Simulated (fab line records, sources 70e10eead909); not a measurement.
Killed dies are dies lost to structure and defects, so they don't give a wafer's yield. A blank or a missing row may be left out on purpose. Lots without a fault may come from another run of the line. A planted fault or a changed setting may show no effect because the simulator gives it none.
fab line records | flow nand_harc | part 2 of 2: steps 4 to 6 of 6
record lots=24 wafers=72 last_day=33
route steps=1302 shown A_STAIRCASE@734
lots that met no fault: from a run of the same line without faults
start_h: hours from the record's first day to the start of the lot's first wafer shown | wait_h: hours since the lot's step before | " the same as in the row above | L1.1+2: a row that stands for several wafers | - no value, or no start given | * or withheld: withheld | < > ~ a bound
route shown NAME@n: a module of which the file shows steps, and the number in the route of the first | usual: mean/standard deviation of fault-free wafers | same: alike in all rows | chamber/n: place in a boat | sites: the reading at each site | _std_site: their standard deviation | _edge_site: outer sites' mean less inner sites' | radius_mm: how far each site lies from the wafer's centre | mask NAME#n: copy n | behind: the tool/chamber that last shaped the wafer | hold: why the lot was held/for how many hours/how that ended | device: the transistor (n, p or np) that didn't switch | end of line: the same wafers' tests at the end of the route | a step without rows: its recipe alone | killed: dies lost to structure and defects at the first sort, not the wafer's yield | map: a wafer's dies, x killed, . not, _ none there
set.NAME: the setting as run; set.NAME@STEP: as run at that earlier step | model.NAME: the simulator's own value behind a step, which no gauge read
steps of the route over a sample of lots; a table a step, a row a wafer
services: from which hour (start_h, from the record's first day; less than 0 if before it) a tool's chamber was out of use, for how many hours, and why
## steps
# step NHARC_A_STAIRCASE_HM_OPEN_463
# recipe o2_flow_sccm=400 cos_flow_sccm=20 ar_flow_sccm=0 rf_w=500 bias_w=300 chemistry=O2/COS
# usual bias_w=300.0/0.9 drypump_motor_current_A=5.7/0.43 oes_product_au=1.003/0.0069 rf_vpp_V=468.0/2.2 showerhead_plenum_p_Torr=3.16/0.1 throttle_valve_pct=28.330/0.0094
# columns lot.wafer tool chamber start_h wait_h bias_w drypump_motor_current_A oes_product_au rf_hours_counter_h rf_vpp_V showerhead_plenum_p_Torr throttle_valve_pct
L075.3 rie_diel-01 1 - - 300.8 6.1 0.991 0 470.7 3.32 28.333
L075.1 " 3 " " 300.3 5.9 1.009 0 468.5 3.18 28.338
L075.6 " 1 " " 298.7 6.2 0.994 - 470.8 3.32 28.320
L074.2 rie_diel-05 1 - - 299.6 6.1 0.994 52 462.3 2.95 28.333
L074.1 " 2 " " 300.2 4.9 1.013 55 472.6 3.29 28.326
L074.6 " 1 " " 298.2 6.1 1.001 - 464.2 2.95 28.331
L076.3 rie_diel-10 1 - - 299.6 6.4 0.992 49 469.3 3.19 28.347
L076.2 " 3 " " 301.5 5.9 0.995 52 466.0 3.02 28.330
L076.4 " 0 " " 301.5 5.0 1.000 46 468.9 3.15 28.330
L077.1 rie_diel-01 3 - - 300.8 5.9 1.010 10 468.0 3.17 28.325
L077.5 " 3 " " 300.0 5.9 1.010 - 470.8 3.17 28.339
L077.6 " 0 " " 300.5 5.5 1.005 - 467.0 3.17 28.327
L078.4 rie_diel-01 0 - - 299.2 5.5 1.003 12 469.3 3.17 28.328
L078.5 " 3 " " 300.9 5.9 1.008 - 469.1 3.17 28.353
L078.6 " 0 " " 300.2 5.5 1.002 - 467.4 3.17 28.331
L079.2 rie_diel-01 0 - - 297.8 5.5 1.004 12 467.4 3.17 28.327
L079.5 " 1 " " 298.8 6.1 1.001 - 471.2 3.31 28.335
L079.6 " 2 " " 299.8 5.5 1.003 - 468.7 3.14 28.342
L080.4 rie_diel-01 1 - - 300.6 6.1 0.988 19 470.8 3.31 28.323
L080.1 " 2 " " 300.7 5.5 1.012 21 468.9 3.14 28.336
L080.6 " 0 " " 301.9 5.5 1.007 - 467.4 3.17 28.323
L081.1 rie_diel-10 1 - - 299.7 6.4 1.010 7 466.9 3.19 28.338
L081.3 " 2 " " 299.8 5.8 1.007 7 471.9 3.28 28.331
L081.6 " 2 " " 299.0 5.8 1.003 - 469.6 3.28 28.339
L082.4 rie_diel-05 1 - - 299.4 6.1 1.001 15 464.2 2.94 28.326
L082.2 " 2 " " 299.1 4.9 1.003 17 469.6 3.28 28.331
L082.1 " 3 " " 301.8 5.3 1.010 18 465.4 3.01 28.321
L083.1 rie_diel-01 3 - - 299.5 5.9 1.014 31 468.4 3.16 28.338
L083.5 " 2 " " 298.6 5.5 1.005 - 466.5 3.13 28.335
L083.6 " 3 " " 300.7 5.9 1.014 - 467.4 3.16 28.324
L084.2 rie_diel-01 0 - - 300.0 5.5 1.006 31 469.1 3.16 28.334
L084.3 " 3 " " 300.7 5.8 1.002 34 468.5 3.16 28.358
L084.5 " 0 " " 299.3 5.5 1.000 - 467.9 3.16 28.309
L085.4 rie_diel-10 1 - - 300.1 6.4 0.999 25 468.4 3.18 28.332
L085.2 " 0 " " 302.8 5.1 1.009 21 468.5 3.14 28.313
L085.5 " 2 " " 300.9 5.9 1.015 - 470.2 3.27 28.330
L086.2 rie_diel-10 2 - - 300.0 5.8 1.002 25 471.4 3.27 28.322
L086.1 " 0 " " 300.6 5.0 0.993 21 467.5 3.14 28.320
L086.3 " 1 " " 299.0 6.4 0.997 26 468.4 3.18 28.336
L087.4 rie_diel-10 3 - - 300.4 5.8 0.998 27 465.5 3.01 28.309
L087.6 " 1 " " 299.3 6.4 0.989 - 467.3 3.18 28.317
L087.5 " 2 " " 300.2 5.8 0.993 - 470.2 3.27 28.330
L089.3 rie_diel-10 2 - - 300.1 5.8 1.003 33 468.4 3.27 28.324
L089.6 " 2 " " 300.0 5.8 0.999 - 470.0 3.27 28.338
L089.5 " 3 " " 299.9 5.9 1.005 - 464.4 3.01 28.338
L088.3 rie_diel-05 1 - - 300.0 6.1 0.998 30 462.8 2.93 28.343
L088.1 " 2 " " 301.3 4.9 0.986 32 470.8 3.27 28.331
L088.4 " 0 " " 300.3 5.3 0.999 31 468.1 3.16 28.316
L091.2 rie_diel-10 1 - - 298.6 6.4 1.006 41 467.0 3.17 28.336
L091.1 " 3 " " 300.5 5.9 1.008 45 464.7 3.00 28.328
L091.5 " 0 " " 299.1 5.0 1.007 - 468.6 3.13 28.329
L090.1 rie_diel-01 2 - - 300.1 5.5 1.021 58 466.1 3.12 28.344
L090.3 " 3 " " 299.8 5.9 1.002 54 468.0 3.15 28.323
L090.5 " 3 " " 299.0 5.8 1.005 - 467.6 3.15 28.334
L092.4 rie_diel-01 0 - - 299.6 5.5 0.999 1 466.8 3.15 28.327
L092.1 " 1 " " 301.3 6.1 1.007 1 471.0 3.29 28.326
L092.2 " 3 " " 298.9 5.8 1.015 1 467.5 3.15 28.331
L095.2 rie_diel-01 0 - - 299.8 5.4 0.996 7 467.1 3.15 28.332
L095.1 " 3 " " 299.0 5.9 1.005 5 467.6 3.15 28.315
L095.5 " 0 " " 299.8 5.4 1.003 - 467.2 3.15 28.332
L094.4 rie_diel-10 2 - - 299.4 5.8 1.009 56 469.8 3.26 28.333
L094.1 " 3 " " 299.7 5.9 1.008 59 465.5 2.99 28.316
L094.6 " 2 " " 299.7 5.8 1.009 - 471.1 3.26 28.328
L093.1 rie_diel-01 2 - - 298.9 5.5 1.001 6 466.2 3.12 28.328
L093.6 " 2 " " 298.7 5.5 0.998 - 466.2 3.12 28.333
L093.5 " 3 " " 300.9 5.8 1.005 - 466.4 3.15 28.332
L096.3 rie_diel-10 0 - - 300.1 5.0 1.003 51 467.5 3.12 28.333
L096.1 " 1 " " 299.5 6.5 1.000 53 468.3 3.16 28.338
L096.6 " 1 " " 299.8 6.4 1.005 - 467.8 3.16 28.320
L097.4 rie_diel-05 1 - - 298.5 6.1 1.000 10 463.0 2.92 28.321
L097.2 " 2 " " 299.6 4.8 1.011 11 470.9 3.26 28.321
L097.1 " 0 " " 299.7 5.3 1.009 10 467.1 3.15 28.340
# step NHARC_A_STAIRCASE_ETCHBACK_416
# recipe target_depth_a=360 time_s=7.2 c4f8_flow_sccm=withheld o2_flow_sccm=8 ar_flow_sccm=withheld rf_w=600 bias_w=800 chemistry=C4F8/O2/Ar
# usual bias_w=800.2/2.5 oes_product_au=0.936/0.027 rf_vpp_V=724/3.9
# columns lot.wafer tool chamber start_h wait_h bias_w oes_product_au rf_hours_counter_h rf_vpp_V
L075.1 rie_diel-10 2 - - 799.2 0.915 46 729
L075.3 " 0 " " 798.6 0.920 43 724
L075.6 " 2 " " 799.2 0.920 - 729
L074.2 rie_diel-05 1 - - 798.8 0.930 57 718
L074.1 " 2 " " 801.0 0.916 59 727
L074.6 " 2 " " 798.8 0.926 - 728
L076.4 rie_diel-01 2 - - 798.9 1.008 5 724
L076.2 " 3 " " 801.4 1.015 5 727
L076.3 " 1 " " 799.4 0.999 5 729
L077.1 rie_diel-05 1 - - 805.6 1.006 1 718
L077.5 " 1 " " 803.3 1.010 - 717
L077.6 " 2 " " 798.6 1.009 - 729
L078.4 rie_diel-01 3 - - 798.1 0.924 14 725
L078.6 " 1 " " 805.1 0.926 - 730
L078.5 " 2 " " 801.2 0.915 - 725
L079.2 rie_diel-01 1 - - 798.2 0.928 13 730
L079.6 " 1 " " 796.9 0.933 - 729
L079.5 " 2 " " 797.3 0.934 - 723
L080.4 rie_diel-01 1 - - 796.9 0.919 21 729
L080.1 " 2 " " 802.1 0.926 22 724
L080.6 " 3 " " 802.6 0.923 - 724
L081.3 rie_diel-01 0 454.99 1.6 800.8 0.931 19 726
L081.1 " 2 " " 801.0 0.927 23 724
L081.6 " 1 " " 799.3 0.910 - 731
L082.1 rie_diel-05 0 - - 797.3 0.933 18 725
L082.2 " 2 " " 802.2 0.928 18 728
L082.4 " 3 " " 798.5 0.929 19 719
L083.1 rie_diel-01 3 - - 806.0 0.921 32 725
L083.6 " 1 " " 801.0 0.919 - 730
L083.5 " 2 " " 798.1 0.932 - 724
L084.2 rie_diel-05 1 - - 802.6 0.927 22 717
L084.3 " 2 " " 798.6 0.917 23 729
L084.5 " 0 " " 799.2 0.932 - 723
L085.4 rie_diel-05 0 - - 794.7 0.926 26 723
L085.2 " 2 " " 800.2 0.920 26 730
L085.5 " 3 " " 801.6 0.929 - 719
L086.3 rie_diel-05 0 - - 801.4 0.931 26 725
L086.1 " 1 " " 800.9 0.929 24 716
L086.2 " 2 " " 803.0 0.927 26 729
L087.4 rie_diel-01 2 - - 802.4 0.939 46 723
L087.5 " 1 " " 798.2 0.936 - 730
L087.6 " 2 " " 801.9 0.939 - 723
L089.3 rie_diel-01 2 - - 801.9 0.928 49 725
L089.6 " 1 " " 801.2 0.936 - 729
L089.5 " 2 " " 798.8 0.935 - 724
L088.1 rie_diel-10 1 - - 799.7 0.918 35 726
L088.4 " 2 " " 805.1 0.921 36 727
L088.3 " 0 " " 799.5 0.924 30 725
L091.1 rie_diel-05 0 - - 801.7 0.927 37 725
L091.2 " 1 " " 800.8 0.930 36 718
L091.5 " 1 " " 801.9 0.934 - 718
L090.3 rie_diel-05 3 558.68 3.0 796.6 0.922 40 718
L090.1 " 1 " " 800.5 0.930 37 718
L090.5 " 0 " " 794.6 0.922 - 725
L092.4 rie_diel-01 0 - - 801.8 0.919 3 722
L092.2 " 1 " " 797.1 0.933 3 729
L092.1 " 2 " " 797.8 0.922 2 723
L095.1 rie_diel-10 1 - - 803.2 0.934 54 725
L095.2 " 2 " " 800.7 0.920 57 727
L095.5 " 2 " " 802.5 0.919 - 727
L094.1 rie_diel-10 1 - - 799.5 0.934 54 723
L094.4 " 2 " " 801.8 0.931 57 729
L094.6 " 1 " " 797.6 0.932 - 726
L093.1 rie_diel-10 1 - - 806.3 0.923 54 724
L093.5 " 3 " " 804.3 0.940 - 718
L093.6 " 0 " " 801.7 0.931 - 723
L096.3 rie_diel-05 1 - - 803.0 0.999 0 717
L096.1 " 3 " " 800.7 0.998 0 719
L096.6 " 2 " " 801.6 1.003 - 729
L097.4 rie_diel-05 0 - - 801.8 0.929 12 722
L097.1 " 2 " " 802.9 0.927 13 728
L097.2 " 3 " " 802.9 0.933 13 719
# step NHARC_A_STAIRCASE_CMP_152
# usual motor_current_A=12.4/0.79 slurry_flow_ml_min=150.0/0.49
# columns lot.wafer tool chamber start_h wait_h motor_current_A slurry_flow_ml_min
L075.3 cmp-01 2 440.89 0.1 12.5 149.5
L075.1 " 3 " " 11.8 149.8
L075.6 " 1 " " 13.7 149.6
L074.2 cmp-02 2 441.15 0.1 13.3 149.4
L074.1 " 3 " " 12.4 150.8
L074.6 " 2 " " 12.2 149.2
L076.4 cmp-04 2 453.55 0.1 12.5 150.7
L076.3 " 3 " " 14.3 149.8
L076.2 " 1 " " 12.4 150.2
L077.1 cmp-04 3 462.77 0.1 13.9 150.4
L077.5 " 0 " " 10.9 149.3
L077.6 " 1 " " 12.2 150.5
L079.2 cmp-02 2 471.89 0.1 12.5 149.8
L079.5 " 2 " " 12.6 150.5
L079.6 " 3 " " 12.6 150.5
L078.4 cmp-01 1 472.35 0.1 14.3 149.7
L078.5 " 2 " " 12.8 149.4
L078.6 " 3 " " 11.3 150.5
L081.1 cmp-02 1 499.01 0.1 12.3 149.8
L081.3 " 2 " " 12.9 149.4
L081.6 " 3 " " 12.5 149.9
L080.4 cmp-04 2 499.56 0.1 12.1 150.0
L080.1 " 3 " " 14.2 150.6
L080.6 " 1 " " 12.8 149.9
L082.1 cmp-04 1 513.77 0.1 12.4 150.0
L082.2 " 2 " " 12.3 149.4
L082.4 " 3 " " 14.1 150.2
L083.1 cmp-02 3 525.70 0.1 12.0 149.2
L083.6 " 1 " " 12.4 150.1
L083.5 " 2 " " 12.8 150.2
L084.3 cmp-04 2 544.20 0.1 12.2 149.5
L084.2 " 3 " " 13.9 149.7
L084.5 " 2 " " 12.7 151.0
L086.3 cmp-04 3 549.59 0.1 14.2 149.8
L086.2 " 0 " " 11.2 150.0
L086.1 " 2 " " 12.4 149.7
L085.4 cmp-02 1 549.78 0.1 11.7 150.4
L085.2 " 2 " " 12.6 150.6
L085.5 " 1 " " 11.7 150.0
L087.4 cmp-02 2 560.05 0.1 12.6 149.6
L087.5 " 1 " " 12.5 151.0
L087.6 " 2 " " 13.3 149.6
L089.3 cmp-02 0 573.38 0.1 11.8 149.2
L089.6 " 0 " " 12.0 149.4
L089.5 " 1 " " 12.0 150.3
L088.1 cmp-02 0 580.39 0.1 11.9 150.1
L088.3 " 2 " " 12.7 150.6
L088.4 " 3 " " 11.6 149.2
L091.1 cmp-02 1 595.15 0.1 11.8 149.2
L091.2 " 2 " " 13.2 149.0
L091.5 " 3 " " 12.1 149.7
L090.1 cmp-01 0 603.73 0.1 12.5 149.8
L090.3 " 3 " " 11.7 149.9
L090.5 " 1 " " 14.0 149.7
L092.4 cmp-02 2 617.85 0.1 12.5 150.7
L092.1 " 3 " " 11.9 150.1
L092.2 " 0 " " 12.3 149.5
L095.2 cmp-01 1 631.52 0.1 14.2 149.3
L095.1 " 2 " " 12.7 150.0
L095.5 " 2 " " 12.3 150.1
L094.4 cmp-01 0 631.68 0.1 12.0 149.9
L094.1 " 1 " " 13.6 149.7
L094.6 " 1 " " 13.7 150.7
L093.1 cmp-02 3 634.21 0.1 12.0 150.3
L093.5 " 3 " " 11.7 150.4
L093.6 " 0 " " 12.1 150.4
L096.3 cmp-01 3 634.26 0.1 11.5 149.7
L096.1 " 1 " " 13.4 150.8
L096.6 " 2 " " 12.1 150.5
L097.2 cmp-02 2 670.25 0.1 12.9 150.2
L097.4 " 3 " " 12.3 150.4
L097.1 " 1 " " 12.4 149.9
## services
# columns tool chamber start_h hours kind
cmp-02 - 343.80 1.7 repair
rie_diel-01 - 352.43 0.6 repair
rie_diel-10 1 374.92 1.3 repair
rie_diel-10 2 379.05 2.2 repair
rie_diel-01 - 381.64 9.0 pm
rie_diel-05 - 406.83 9.0 pm
rie_diel-10 - 419.66 9.0 pm
acl_dep-02 - 424.73 13.0 pm
rie_diel-05 - 425.45 2.7 repair
rie_diel-01 - 427.65 0.6 repair
cmp-02 - 428.61 4.0 pm
cmp-02 - 442.50 4.5 repair
acl_dep-03 - 487.87 13.0 pm
cmp-02 - 517.22 0.2 repair
cmp-02 - 526.61 4.0 pm
rie_diel-01 - 558.64 9.0 pm
rie_diel-05 - 583.83 9.0 pm
rie_diel-10 - 596.66 9.0 pm
acl_dep-02 - 606.83 13.0 pm
cmp-02 - 624.73 4.0 pm
rie_diel-05 1 640.92 3.6 repair
rie_diel-10 2 656.88 17.1 repair
rie_diel-01 3 663.68 8.8 repair
acl_dep-03 - 669.60 13.0 pm
